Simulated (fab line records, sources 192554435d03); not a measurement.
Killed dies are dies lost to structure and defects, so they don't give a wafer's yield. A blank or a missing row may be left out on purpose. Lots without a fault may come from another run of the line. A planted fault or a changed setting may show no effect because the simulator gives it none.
Chamber matching | flow n5_finfet | N5_BEOL_M4_ETCHBACK_99 on rie_diel-01: 4 sister chambers
The step etches SiO2 in CHF3, target depth 5 nm, time 10.4 s. 4 wafers are shown with their chamber, then 11 later ones without.

WAFERS WITH THEIR CHAMBER
wafer  | chamber | drypump_motor_current_A (A)
L080.1 | 1       | 6.6
L085.4 | 2       | 5.9
L086.6 | 0       | 6.4
L092.1 | 3       | 6.1

WAFERS WITHOUT THEIR CHAMBER
wafer  | drypump_motor_current_A (A)
L092.4 | 6.6
L092.5 | 5.9
L091.1 | 5.9
L091.2 | 6.1
L091.5 | 6.5
L094.2 | 6.5
L094.3 | 6.6
L094.5 | 6.6
L095.2 | 6.6
L095.4 | 6.1
L095.6 | 6.5

WHICH CHAMBER EACH WENT THROUGH
wafer  | from the rows above     | in truth
L092.4 | 1                       | 1
L092.5 | 2                       | 2
L091.1 | 2                       | 2
L091.2 | 3                       | 3
L091.5 | can't be placed: 0 or 1 | 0
L094.2 | can't be placed: 0 or 1 | 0
L094.3 | 1                       | 1
L094.5 | 1                       | 1
L095.2 | 1                       | 1
L095.4 | 3                       | 3
L095.6 | can't be placed: 0 or 1 | 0
Placed correctly: 8 of 11. Can't be placed from these rows: 3 (the true chamber is among the candidates in 3). Placed wrongly: 0.
How it was worked out, from the rows above alone: a wafer's distance from a chamber is the root of the sum, over the readings, of the square of ((its reading less the chamber's mean) divided by the reading's scatter). The wafer belongs to the nearest chamber; if the next one is less than 2 further off, it can't be placed. A chamber's mean is the mean of its shown wafers. The scatter: with one shown wafer a chamber, the root of the mean of the squares of how far each hidden wafer lies from its nearest shown one.
